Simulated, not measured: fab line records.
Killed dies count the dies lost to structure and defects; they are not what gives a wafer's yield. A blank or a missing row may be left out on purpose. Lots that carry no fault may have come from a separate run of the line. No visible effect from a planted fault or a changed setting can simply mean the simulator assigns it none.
fab line records	flow n5Finfet	part 2 of 2: steps 5 to 6 of 6
record: lots: 21	wafers: 63	lastDay: 17
route steps=1938 shown BEOL_M6@1207
lots that met no fault: taken from a fault-free run of the same line
startH: hours from the record's opening day to when the first of the lot's shown wafers began	waitH: hours elapsed since this lot's preceding step	" repeats the value in the row above	L1.1+2: one row covering several wafers at once	- no value, or no start given	* or withheld: withheld	< > ~ a bound
route shown NAME@n: a module of which the file shows steps, and the number in the route of the first	usual: mean/standard deviation taken from wafers without a fault	same: alike in all rows	chamber/n: place in a boat	sites: the reading at each site	_std_site: how widely they spread, as a standard deviation	_edge_site: inner sites' mean taken away from outer sites' mean	radiusMm: for every site, how far away it sits from the centre of the wafer	mask NAME#n: copy n	behind: the most recent tool/chamber to have shaped the wafer	hold: why the lot was held/for how many hours/how that ended	device: names the non-switching transistor (n, p or np)	end of line: tests of these same wafers at the route's end	a step without rows: its recipe alone	killed: not the wafer's yield, but the dies lost to structure and defects at the first sort	map: a wafer's dies, marking killed ones x, the rest . and places with no die _
set.NAME: the setting the step ran with; set.NAME@STEP: the setting that earlier step ran with	model.NAME: the simulator's own value behind a step, which no gauge read
steps of the route over a sample of lots; a table a step, a row a wafer
services: a tool's chamber out of use, with start hour (startH, from the record's first day; less than 0 if before it), hours out, and reason
== steps ==
step: N5_BEOL_M6_ETCH_72
recipe: chemistry: N2/H2	target: underlayer	targetDepthA: 65	maskMaterial: CAR-EUV	timeS: 5.2	ionEnergyEv: 200	pressureMtorr: 30	sourceW: 840	biasW: 150	n2FlowSccm: 200	h2FlowSccm: 200	ends: cleared
usual: drypumpMotorCurrentA: 5.9/0.35	etchRfOnTimeS: 5.15/0.083	oesProductAu: 0.68/0.085	rfFwdPowerW: 819.3/2.7	rfVppV: 524.3/2.7	showerheadPlenumPTorr: 2.56/0.077	throttleValvePct: 17.9/0.32
lot.wafer	tool	chamber	startH	waitH	drypumpMotorCurrentA	etchRfOnTimeS	oesProductAu	rfFwdPowerW	rfHoursCounterH	rfVppV	showerheadPlenumPTorr	throttleValvePct
L074.4	rieDiel-03	3	173.44	0.0	5.5	5.30	0.61	817.7	180	524.8	2.53	18.1
L074.5	"	1	"	"	5.4	5.10	0.64	821.8	-	521.9	2.43	17.5
L074.6	"	2	"	"	5.8	5.15	0.75	819.9	-	528.1	2.69	17.5
L075.1	rieDiel-05	0	188.20	0.0	5.6	5.08	0.74	822.7	41	527.0	2.69	17.4
L075.3	"	1	"	"	5.5	5.20	0.60	815.6	188	526.1	2.64	18.0
L075.6	"	2	"	"	5.5	5.09	0.73	823.2	-	524.3	2.57	17.7
L076.1	rieDiel-03	0	198.69	0.0	5.7	5.26	0.57	814.0	239	524.4	2.61	18.1
L076.3	"	2	"	"	5.8	5.16	0.75	821.3	54	529.8	2.69	17.5
L076.5	"	1	"	"	5.4	5.14	0.64	816.1	-	520.8	2.43	17.5
L077.1	rieDiel-04	2	198.86	0.0	6.1	5.18	0.64	813.2	169	525.6	2.54	18.4
L077.2	"	0	"	"	6.2	5.09	0.61	818.5	233	526.1	2.62	18.0
L077.5	"	0	"	"	6.3	5.13	0.61	815.8	-	525.8	2.62	18.0
L078.1	rieDiel-03	1	214.81	0.0	5.5	5.17	0.61	817.2	178	519.6	2.43	17.5
L078.3	"	0	"	"	5.7	5.22	0.57	820.4	244	525.3	2.61	18.2
L078.5	"	1	"	"	5.4	5.11	0.62	816.1	-	522.2	2.43	17.5
L079.2	rieDiel-04	1	217.55	0.0	6.5	5.08	0.84	821.0	1	523.7	2.61	17.7
L079.4	"	3	"	"	6.2	5.14	0.63	817.8	193	524.7	2.53	18.1
L079.5	"	1	"	"	6.4	5.07	0.86	816.2	-	526.7	2.61	17.7
L081.3	rieDiel-04	0	220.54	0.0	6.3	5.20	0.60	819.8	243	523.1	2.61	18.0
L081.4	"	3	"	"	6.3	5.15	0.64	822.3	193	524.6	2.53	18.1
L081.5	"	1	"	"	6.4	5.11	0.84	819.7	-	526.0	2.61	17.7
L082.2	rieDiel-04	3	241.15	0.0	6.3	5.20	0.62	817.0	200	524.8	2.52	18.2
L082.3	"	2	"	"	6.1	5.36	0.61	817.7	186	521.5	2.54	18.4
L082.6	"	1	"	"	6.5	5.09	0.81	822.4	-	523.8	2.60	17.7
L083.3	rieDiel-04	1	243.22	0.0	6.4	5.06	0.82	825.2	11	526.0	2.60	17.7
L083.4	"	3	"	"	6.3	5.12	0.63	822.4	-	523.1	2.52	18.2
L083.5	"	1	"	"	6.4	5.05	0.81	822.4	-	523.3	2.60	17.7
L084.4	rieDiel-04	1	247.69	0.0	6.5	5.11	0.80	819.7	-	524.5	2.60	17.7
L084.5	"	2	"	"	6.1	5.27	0.63	818.4	-	523.4	2.54	18.4
L084.6	"	3	"	"	6.3	5.12	0.63	818.3	-	524.0	2.52	18.2
L085.2	rieDiel-03	2	248.12	0.0	5.8	5.13	0.73	818.6	73	526.4	2.68	17.5
L085.4	"	0	"	"	5.7	5.05	0.88	821.2	0	526.1	2.60	17.7
L085.5	"	1	"	"	5.4	5.13	0.62	814.0	-	519.1	2.42	17.5
L086.1	rieDiel-05	1	251.64	0.0	5.5	5.23	0.58	819.4	211	524.4	2.63	18.0
L086.2	"	0	"	"	5.7	5.10	0.71	819.5	61	528.3	2.68	17.5
L086.6	"	0	"	"	5.6	5.08	0.70	817.5	-	529.0	2.68	17.4
L087.1	rieDiel-03	1	251.66	0.0	5.4	5.04	0.62	816.0	194	520.2	2.42	17.5
L087.2	"	2	"	"	5.7	5.08	0.72	820.1	75	528.8	2.68	17.5
L087.3	"	0	"	"	5.7	5.00	0.86	823.2	2	527.5	2.60	17.8
L088.1	rieDiel-03	0	271.21	0.0	5.7	5.03	0.83	823.5	8	527.2	2.60	17.7
L088.4	"	3	"	"	5.5	5.25	0.60	818.4	213	521.5	2.52	18.2
L088.5	"	1	"	"	5.4	5.12	0.62	819.4	-	517.8	2.42	17.6
L089.1	rieDiel-05	1	275.66	0.0	5.5	5.23	0.58	818.1	222	525.7	2.63	18.1
L089.3	"	0	"	"	5.6	5.08	0.71	821.3	66	531.3	2.68	17.5
L089.6	"	2	"	"	5.5	5.15	0.69	820.1	-	523.7	2.56	17.8
L090.3	rieDiel-03	3	278.98	0.0	5.6	5.16	0.61	819.1	216	521.6	2.51	18.2
L090.4	"	2	"	"	5.8	5.04	0.72	817.3	84	525.6	2.67	17.5
L090.6	"	2	"	"	5.8	5.14	0.70	816.6	-	526.7	2.67	17.5
L092.1	rieDiel-04	2	304.71	0.0	6.1	5.28	0.61	811.4	210	522.4	2.53	18.5
L092.2	"	3	"	"	6.3	5.18	0.62	817.8	224	524.2	2.51	18.2
L092.3	"	0	"	"	6.3	5.09	0.81	817.3	14	525.2	2.60	17.6
L095.1	rieDiel-03	0	312.91	0.0	5.7	5.00	0.81	821.4	22	525.8	2.59	17.8
L095.4	"	2	"	"	5.8	5.13	0.70	819.7	96	529.3	2.67	17.6
L095.5	"	1	"	"	5.5	5.12	0.61	817.0	-	520.0	2.41	17.6
L093.3	rieDiel-05	2	315.30	0.0	5.5	5.12	0.68	814.0	100	525.1	2.55	17.8
L093.4	"	1	"	"	5.5	5.30	0.57	822.5	234	526.2	2.62	18.1
L093.6	"	3	"	"	5.8	5.05	0.69	820.9	-	521.7	2.44	17.7
L094.1	rieDiel-04	2	322.47	0.0	6.1	5.31	0.60	820.1	215	522.7	2.52	18.5
L094.4	"	0	"	"	6.2	5.09	0.80	819.0	18	525.0	2.60	17.6
L094.6	"	3	"	"	6.3	5.16	0.61	817.7	-	521.9	2.51	18.2
L096.3	rieDiel-04	2	329.94	0.0	6.1	5.31	0.60	818.6	218	524.9	2.52	18.5
L096.4	"	0	"	"	6.3	5.14	0.79	819.9	-	526.6	2.60	17.6
L096.6	"	2	"	"	6.1	5.31	0.60	820.1	-	521.9	2.52	18.4
step: N5_BEOL_M6_ETCH_65
recipe: chemistry: CF4	target: SiARC	targetDepthA: 156	maskMaterial: CAR-EUV	timeS: 26	ionEnergyEv: 80	pressureMtorr: 40	sourceW: 545	biasW: 36	Ar_flow_sccm: 100	cf4FlowSccm: 100	ends: cleared
usual: drypumpMotorCurrentA: 5.9/0.35	etchRfOnTimeS: 25.8/0.41	oesProductAu: 0.68/0.085	rfFwdPowerW: 531.2/1.6	rfVppV: 184.2/1.1	showerheadPlenumPTorr: 2.16/0.062	throttleValvePct: 15.64/0.29
lot.wafer	tool	chamber	startH	waitH	drypumpMotorCurrentA	etchRfOnTimeS	oesProductAu	rfFwdPowerW	rfHoursCounterH	rfVppV	showerheadPlenumPTorr	throttleValvePct
L074.4	rieDiel-03	3	173.46	0.0	5.5	26.1	0.62	529.7	180	183.0	2.13	15.96
L074.5	"	1	"	"	5.4	25.8	0.64	531.2	-	182.7	2.05	15.23
L074.6	"	2	"	"	5.8	25.9	0.75	530.4	-	184.0	2.26	15.27
L075.1	rieDiel-05	0	188.21	0.0	5.7	25.2	0.73	532.6	41	185.5	2.27	15.29
L075.3	"	1	"	"	5.5	26.2	0.60	528.8	188	185.7	2.21	15.72
L075.6	"	2	"	"	5.5	25.6	0.72	532.0	-	185.9	2.17	15.50
L076.1	rieDiel-03	0	198.70	0.0	5.6	26.2	0.58	532.6	239	185.2	2.20	15.92
L076.3	"	2	"	"	5.8	25.4	0.76	533.3	54	184.4	2.26	15.29
L076.5	"	1	"	"	5.4	25.3	0.65	529.0	-	183.6	2.05	15.23
L077.1	rieDiel-04	2	198.88	0.0	6.0	26.5	0.63	530.3	169	184.3	2.13	15.99
L077.2	"	0	"	"	6.2	26.2	0.60	532.5	233	184.6	2.20	15.75
L077.5	"	0	"	"	6.3	25.8	0.60	530.3	-	184.9	2.20	15.74
L078.1	rieDiel-03	1	214.83	0.0	5.4	25.8	0.63	529.4	178	182.6	2.05	15.26
L078.3	"	0	"	"	5.7	26.3	0.58	531.4	244	185.0	2.19	15.93
L078.5	"	1	"	"	5.4	25.7	0.63	526.9	-	182.5	2.05	15.26
L079.2	rieDiel-04	1	217.57	0.0	6.4	25.2	0.86	532.0	1	185.6	2.20	15.52
L079.4	"	3	"	"	6.3	25.5	0.64	529.4	193	183.6	2.13	15.96
L079.5	"	1	"	"	6.4	25.0	0.86	534.8	-	186.2	2.20	15.49
L081.3	rieDiel-04	0	220.55	0.0	6.3	26.1	0.59	529.6	243	183.6	2.19	15.76
L081.4	"	3	"	"	6.2	25.7	0.63	531.0	193	184.3	2.13	15.96
L081.5	"	1	"	"	6.4	25.4	0.84	531.6	-	185.8	2.20	15.52
L082.2	rieDiel-04	3	241.16	0.0	6.3	26.0	0.63	532.5	200	182.8	2.13	15.97
L082.3	"	2	"	"	6.1	26.8	0.61	531.6	186	185.5	2.13	16.03
L082.6	"	1	"	"	6.4	25.5	0.82	529.7	-	185.3	2.19	15.51
L083.3	rieDiel-04	1	243.23	0.0	6.5	26.0	0.81	529.7	11	185.4	2.19	15.53
L083.4	"	3	"	"	6.3	26.1	0.62	531.7	-	184.0	2.13	15.97
L083.5	"	1	"	"	6.5	25.9	0.81	529.4	-	183.6	2.19	15.52
L084.4	rieDiel-04	1	247.71	0.0	6.5	25.5	0.81	532.0	-	184.0	2.19	15.53
L084.5	"	2	"	"	6.1	26.2	0.62	530.1	-	184.6	2.12	16.02
L084.6	"	3	"	"	6.2	25.8	0.63	533.5	-	183.3	2.13	15.98
L085.2	rieDiel-03	2	248.13	0.0	5.8	25.6	0.72	529.0	73	184.3	2.25	15.31
L085.4	"	0	"	"	5.7	25.6	0.88	532.0	0	184.3	2.19	15.46
L085.5	"	1	"	"	5.4	25.8	0.62	530.5	-	182.0	2.04	15.27
L086.1	rieDiel-05	1	251.66	0.0	5.5	26.2	0.59	530.0	211	183.6	2.20	15.77
L086.2	"	0	"	"	5.6	25.7	0.71	530.7	61	187.1	2.26	15.34
L086.6	"	0	"	"	5.6	25.5	0.72	533.1	-	184.1	2.26	15.32
L087.1	rieDiel-03	1	251.68	0.0	5.5	25.6	0.62	531.2	194	181.6	2.04	15.28
L087.2	"	2	"	"	5.8	25.7	0.72	529.8	75	184.7	2.25	15.33
L087.3	"	0	"	"	5.7	25.0	0.86	532.6	2	185.7	2.19	15.46
L088.1	rieDiel-03	0	271.22	0.0	5.7	25.6	0.84	532.3	8	184.3	2.19	15.45
L088.4	"	3	"	"	5.5	26.5	0.59	531.4	213	184.7	2.12	16.01
L088.5	"	1	"	"	5.4	25.6	0.62	532.8	-	182.7	2.04	15.30
L089.1	rieDiel-05	1	275.68	0.0	5.5	26.3	0.58	531.4	222	184.4	2.20	15.77
L089.3	"	0	"	"	5.7	25.1	0.71	529.0	66	184.9	2.26	15.35
L089.6	"	2	"	"	5.5	26.0	0.68	529.9	-	182.4	2.16	15.56
L090.3	rieDiel-03	3	279.00	0.0	5.5	26.1	0.60	529.7	216	183.3	2.12	16.02
L090.4	"	2	"	"	5.7	25.7	0.72	528.9	84	184.6	2.25	15.35
L090.6	"	2	"	"	5.8	25.6	0.72	531.8	-	184.3	2.25	15.35
L092.1	rieDiel-04	2	304.72	0.0	6.1	26.5	0.61	530.1	210	184.2	2.12	16.08
L092.2	"	3	"	"	6.3	25.6	0.61	528.7	224	183.4	2.12	16.02
L092.3	"	0	"	"	6.3	25.5	0.81	533.9	14	184.1	2.19	15.30
L095.1	rieDiel-03	0	312.93	0.0	5.6	25.4	0.81	532.1	22	183.9	2.18	15.52
L095.4	"	2	"	"	5.8	25.6	0.71	532.5	96	184.8	2.24	15.36
L095.5	"	1	"	"	5.4	25.9	0.60	529.7	-	183.1	2.03	15.31
L093.3	rieDiel-05	2	315.32	0.0	5.5	26.0	0.68	528.4	100	184.3	2.15	15.57
L093.4	"	1	"	"	5.5	26.6	0.56	533.4	234	185.4	2.20	15.80
L093.6	"	3	"	"	5.8	25.6	0.68	531.2	-	182.5	2.07	15.57
L094.1	rieDiel-04	2	322.49	0.0	6.0	26.5	0.61	530.7	215	182.2	2.12	16.10
L094.4	"	0	"	"	6.3	25.7	0.80	530.8	18	183.3	2.19	15.34
L094.6	"	3	"	"	6.2	26.1	0.61	531.9	-	183.3	2.12	16.02
L096.3	rieDiel-04	2	329.95	0.0	6.0	26.4	0.60	532.7	218	183.7	2.11	16.07
L096.4	"	0	"	"	6.2	25.8	0.80	533.9	-	186.0	2.19	15.35
L096.6	"	2	"	"	6.0	26.6	0.60	532.7	-	183.4	2.11	16.07
== services ==
tool	chamber	startH	hours	kind
rieDiel-04	1	198.07	-	clean
rieDiel-04	1	198.07	-	consumableReplace:focusRing
rieDiel-04	1	198.07	16.8	scheduledDown
rieDiel-04	1	198.07	16.8	ventCycle
rieDiel-05	0	219.57	8.4	repair
rieDiel-03	0	230.47	-	clean
rieDiel-03	0	230.47	-	consumableReplace:focusRing
rieDiel-03	0	230.47	17.0	scheduledDown
rieDiel-03	0	230.47	17.0	ventCycle
rieDiel-05	2	241.26	2.6	repair
rieDiel-04	0	242.74	-	clean
rieDiel-04	0	242.74	-	consumableReplace:focusRing
rieDiel-04	0	242.74	14.2	scheduledDown
rieDiel-04	0	242.74	14.2	ventCycle
rieDiel-05	0	255.58	11.1	repair
rieDiel-04	0	266.18	6.3	repair
rieDiel-05	-	299.94	2.8	pm
rieDiel-03	-	321.59	0.2	repair
rieDiel-03	3	327.58	11.6	repair
rieDiel-04	1	328.03	7.2	repair
